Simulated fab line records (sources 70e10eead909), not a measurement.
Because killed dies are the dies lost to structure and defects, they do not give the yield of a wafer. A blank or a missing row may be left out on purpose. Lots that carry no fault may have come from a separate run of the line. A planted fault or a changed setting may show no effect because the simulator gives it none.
Comparing a struck lot with a sound one + flow nandHarc + 15 out of 1302 route steps
Sound: wafers L248.1, L248.4, L248.5. Struck: wafer L260.5. (L260.3, L260.4 of the same lot were not struck and are left out.) The cause comes at the end.
For every step that has rows: the tool of each side, followed by ch and its chambers, followed by its first start. Under that, the readings that differ: sound wafers + struck wafers + difference of the means + sigmas: that difference in standard deviations of wafers without a fault.
alike: readings whose means differ by less than 2 such deviations, and words and numbers that are the same on both sides. not compared: withheld readings, readings that some wafer has no value for, bounds like >300 that may hide the same value, and numbers for which the record gives no deviation and whose values overlap.
The two part at a step that has a row with sigmas, a row that says differs or no value, or rows on one side only. Non-overlapping numbers with no deviation appear without sigmas and do not part them. A reading missing from all wafers of one side parts the sides only when that side holds two or more wafers.

NHARC_A_ONON_D2_THK_MEAS_14: measures by ellipsometry.
  struck on filmMetro-02, day 20 04:00; sound on filmMetro-01, day 15 18:22
| reading    | sound          | struck | difference | sigmas |
|------------|----------------|--------|------------|--------|
| thkNm (nm) | 1020 1020 1020 | 989    | -31        | -4     |
then, 2 steps without rows for these wafers: NHARC_A_ONON_D2_ANNEAL_15 (time 3600 s); NHARC_A_ONON_D2_DEP_16 (target thk 1000 nm).
NHARC_A_ONON_D2_THK_MEAS_18: measures by ellipsometry.
  struck on filmMetro-02, day 20 11:46; sound on filmMetro-02, day 16 01:53
  alike: thkNm
then NHARC_A_ONON_D2_DEP_19 (target thk 1000 nm), 1 step lacking rows for these wafers.
NHARC_A_ONON_D2_THK_MEAS_21: measures by ellipsometry.
  struck on filmMetro-01, day 20 12:19; sound on filmMetro-01, day 16 02:28
  alike: thkNm
then NHARC_A_ONON_D2_DEP_22 (target thk 1000 nm), 1 step lacking rows for these wafers.
NHARC_A_ONON_D2_THK_MEAS_24: measures by ellipsometry.
  struck on filmMetro-02, day 20 12:53; sound on filmMetro-01, day 16 03:01
  alike: thkNm
then NHARC_A_ONON_D2_DEP_25 (target thk 1000 nm), 1 step lacking rows for these wafers.
NHARC_A_ONON_D2_THK_MEAS_27: measures by ellipsometry.
  struck on filmMetro-02, day 20 13:28; sound on filmMetro-02, day 16 03:35
  alike: thkNm
then NHARC_A_ONON_D2_DEP_28 (target thk 1000 nm), 1 step lacking rows for these wafers.
NHARC_A_ONON_D2_THK_MEAS_30: measures by ellipsometry.
  struck on filmMetro-01, day 20 14:01; sound on filmMetro-01, day 16 04:09
  alike: thkNm
NHARC_A_ONON_D2_DEP_33: deposits SiO2, target thk 200 nm.
  sound on pecvd-02 ch 0,2, day 16 04:13; struck on pecvd-02 ch 1, day 20 14:10
| reading            | sound             | struck | difference | sigmas      |
|--------------------|-------------------|--------|------------|-------------|
| heaterPowerW (W)   | 693 721 732       | 409    | -306       | -4          |
| rfFwdPowerW (W)    | 896.7 904.3 901.4 | 1258.4 | +357.6     | +99 or more |
| showerheadVppV (V) | 1655 1779 1773    | 2156   | +420       | +4          |
  alike: throttleValvePct
NHARC_A_ONON_D2_THK_MEAS_34: measures by ellipsometry.
  struck on filmMetro-02, day 20 14:30; sound on filmMetro-01, day 16 04:45
| reading    | sound       | struck | difference | sigmas |
|------------|-------------|--------|------------|--------|
| thkNm (nm) | 194 199 201 | 225    | +27        | +9     |
-- the record jumps here: 12 days lie between the struck wafers' starts before and after (it left off in module A_ONON_D2 and takes up again in module END, whose first step shown is number 1302 of the route) --
NHARC_END_SORT_01:
  sound on prober-01 ch 0, day 27 16:41; struck on prober-02 ch 0, day 33 02:25
| reading     | sound | struck | difference | sigmas |
|-------------|-------|--------|------------|--------|
| killedShort | 1 3 1 | 7      | +5         | +3     |
  alike: killedAtArray, killedAtOther, killedAtPeriphery, killedDies, killedOpen

WHERE THEY PART
At NHARC_A_ONON_D2_THK_MEAS_14 first; at NHARC_END_SORT_01 last (within this record only).

WHY: what had been put in by the simulator
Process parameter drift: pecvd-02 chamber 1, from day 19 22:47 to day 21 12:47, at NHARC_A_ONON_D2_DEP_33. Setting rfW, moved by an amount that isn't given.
